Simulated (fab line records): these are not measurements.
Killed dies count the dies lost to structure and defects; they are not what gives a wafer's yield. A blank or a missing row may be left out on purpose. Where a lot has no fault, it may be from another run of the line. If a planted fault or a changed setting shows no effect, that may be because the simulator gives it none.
Struck lot and sound lot, side by side || flow n5_finfet || 18 out of 1938 route steps
Sound: wafers L303.4, L303.5. Struck: wafers L317.1, L317.2, L317.3. At the end, the cause is stated.
Per side, at each step with rows, come the tool, then ch with its chambers, and then its first start. Under that, the readings that differ: sound wafers || struck wafers || difference of the means || sigmas: that difference in standard deviations of wafers without a fault.
alike: words and numbers the same on both sides, and readings whose means are apart by under 2 such deviations; not compared: readings that were withheld, readings missing a value for some wafer, numbers with overlapping values and no deviation given by the record, and bounds like >300 which may hide the same value.
Wherever a step has rows on one side only, a row that says differs or no value, or a row with sigmas, the two part there. Numbers that have no deviation but don't overlap get no sigmas and don't part them. A reading missing from all wafers of one side parts the sides only when that side holds two or more wafers.

N5_FIN_SAQP_HM_DEP_03: deposits SiNx from SiH4/NH3/N2, target thk 38 nm, time 33.6 s.
  sound on pecvd-02 ch 0,2, day 3 21:33; struck on pecvd-04 ch 0,1,2, day 7 08:50
  alike: heater_power_w, showerhead_plenum_p_Torr, throttle_valve_pct
N5_FIN_SAQP_THK_MEAS_05:
  sound on film_metro-01 at day 3 21:37; struck on film_metro-01 at day 7 08:55
  alike: thk_nm
N5_FIN_SAQP_PECVD_47: deposits a-Si from SiH4/He, target thk 45 nm, time 36.3 s.
  sound on pecvd-01 ch 0,1, day 3 21:40; struck on pecvd-02 ch 0,1,2, day 7 08:58
  alike: heater_power_w, showerhead_plenum_p_Torr, throttle_valve_pct
N5_FIN_SAQP_PECVD_48: deposits SiNx from SiH4/NH3/N2, target thk 25 nm, time 22.1 s.
  sound on pecvd-01 ch 0,1, day 3 21:43; struck on pecvd-02 ch 0,1,2, day 7 09:00
  alike: heater_power_w, showerhead_plenum_p_Torr, throttle_valve_pct
N5_FIN_SAQP_PECVD_06: deposits a-Si from SiH4/He, target thk 60 nm, time 48.1 s.
  sound on pecvd-01 ch 0,1, day 3 21:46; struck on pecvd-02 ch 0,1,2, day 7 09:02
  alike: heater_power_w, showerhead_plenum_p_Torr, throttle_valve_pct
N5_FIN_SAQP_THK_MEAS_07:
  sound on film_metro-02 at day 3 21:49; struck on film_metro-02 at day 7 09:08
  alike: thk_nm
N5_FIN_SAQP_HM_DEP_72: deposits SiO2 from SiH4/N2O, target thk 12 nm, time 7.2 s.
  sound on pecvd-01 ch 1,2, day 3 21:53; struck on pecvd-01 ch 0,1,2, day 7 09:10
  alike: heater_power_w, showerhead_plenum_p_Torr
then, 5 steps without rows for these wafers: N5_FIN_SAQP_COAT_49 (time 60 s, resist thk 100 nm); N5_FIN_SAQP_COAT_50 (time 60 s, resist thk 35 nm); N5_FIN_SAQP_COAT_10 (resist thk 90 nm); N5_FIN_SAQP_EBR_12; N5_FIN_SAQP_SOFTBAKE_11 (time 60 s).
N5_FIN_SAQP_EXPOSE_13: exposes mask FIN CORE, target cd 35.6 nm.
  sound on arfi_scanner-03 ch 0, day 3 22:04; struck on arfi_scanner-01 ch 0, day 7 09:22
{"reading": "model.FIN_SAQP.overlay_x_nm (nm)", "sound": "-0.04171 -0.04171", "struck": "5.081 5.081 5.081", "difference": "+5.123", "sigmas": ""}
  alike: mask
then, 2 steps without rows for these wafers: N5_FIN_SAQP_PEB_14 (peb time 60 s); N5_FIN_SAQP_DEVELOP_15 (develop time 30 s).
N5_FIN_SAQP_CD_MEAS_16: the cd target is 35.6 nm.
  sound on cd_sem-01 ch 0, day 3 22:11; struck on cd_sem-02 ch 0, day 7 09:29
  alike: cd_nm
N5_FIN_SAQP_OVL_MEAS_17:
  sound on overlay-01 ch 0, day 3 22:13; struck on overlay-01 ch 0, day 7 09:32
{"reading": "FIN_CORE_OVL (nm)", "sound": "1.6 -0.2", "struck": "6.0 5.2 5.5", "difference": "+4.9", "sigmas": "+5"}
N5_FIN_SAQP_INSPECT_18: inspects for defects (brightfield).
  sound on defect_inspect-01 at day 3 22:15; struck on defect_inspect-02 at day 7 09:33
  alike: raw_defect_count

== WHERE THEY PART ==
At N5_FIN_SAQP_OVL_MEAS_17 and nowhere else, as far as this record goes. Later steps at which nothing parts them and some readings are alike: N5_FIN_SAQP_INSPECT_18.

WHY: whatever the simulator had introduced
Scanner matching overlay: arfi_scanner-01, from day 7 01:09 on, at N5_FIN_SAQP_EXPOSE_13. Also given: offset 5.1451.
